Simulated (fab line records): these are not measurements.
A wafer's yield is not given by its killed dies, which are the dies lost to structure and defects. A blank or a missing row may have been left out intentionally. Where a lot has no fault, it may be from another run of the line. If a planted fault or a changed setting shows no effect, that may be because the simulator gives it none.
Chamber matching / flow nand_harc / 3 sister chambers for NHARC_P_M0_DEP_32 on pecvd-03
The step deposits SiCN, target thk 30 nm. 3 wafers are shown with their chamber, then 11 later ones without.

== WAFERS WITH THEIR CHAMBER ==
wafer=L086.1; chamber=2; heater_power_w (W)=582
wafer=L086.3; chamber=0; heater_power_w (W)=550
wafer=L089.1; chamber=1; heater_power_w (W)=617

== WAFERS WITH NO CHAMBER GIVEN ==
wafer=L089.2; heater_power_w (W)=585
wafer=L089.3; heater_power_w (W)=557
wafer=L089.4; heater_power_w (W)=554
wafer=L089.5; heater_power_w (W)=575
wafer=L089.6; heater_power_w (W)=611
wafer=L095.1; heater_power_w (W)=635
wafer=L095.2; heater_power_w (W)=573
wafer=L095.5; heater_power_w (W)=623
wafer=L097.1; heater_power_w (W)=592
wafer=L097.4; heater_power_w (W)=535
wafer=L097.6; heater_power_w (W)=586

== EACH ONE'S CHAMBER ==
wafer=L089.2; from the rows above=2; in truth=2
wafer=L089.3; from the rows above=can't be placed: 0 or 2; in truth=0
wafer=L089.4; from the rows above=0; in truth=0
wafer=L089.5; from the rows above=can't be placed: 2 or 0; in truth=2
wafer=L089.6; from the rows above=1; in truth=1
wafer=L095.1; from the rows above=1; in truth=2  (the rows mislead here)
wafer=L095.2; from the rows above=can't be placed: 2 or 0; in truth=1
wafer=L095.5; from the rows above=1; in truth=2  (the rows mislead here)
wafer=L097.1; from the rows above=can't be placed: 2 or 1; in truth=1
wafer=L097.4; from the rows above=0; in truth=0
wafer=L097.6; from the rows above=2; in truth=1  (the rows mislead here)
Correct placement for 4 of the 11. Cannot be placed on the basis of these rows: 4; the candidates contain the true chamber in 3. Placed wrongly: 3.
How it was worked out, from the rows above alone: a wafer's distance from a chamber is the root of the sum, over the readings, of the square of ((its reading less the chamber's mean) divided by the reading's scatter). If the next closest chamber is less than 2 further off than the closest, the wafer can't be placed; otherwise it belongs to the closest. A chamber's mean is the mean of its shown wafers. The scatter (one wafer shown for each chamber): square how far every hidden wafer sits from the nearest shown wafer, average those squares and take the square root.
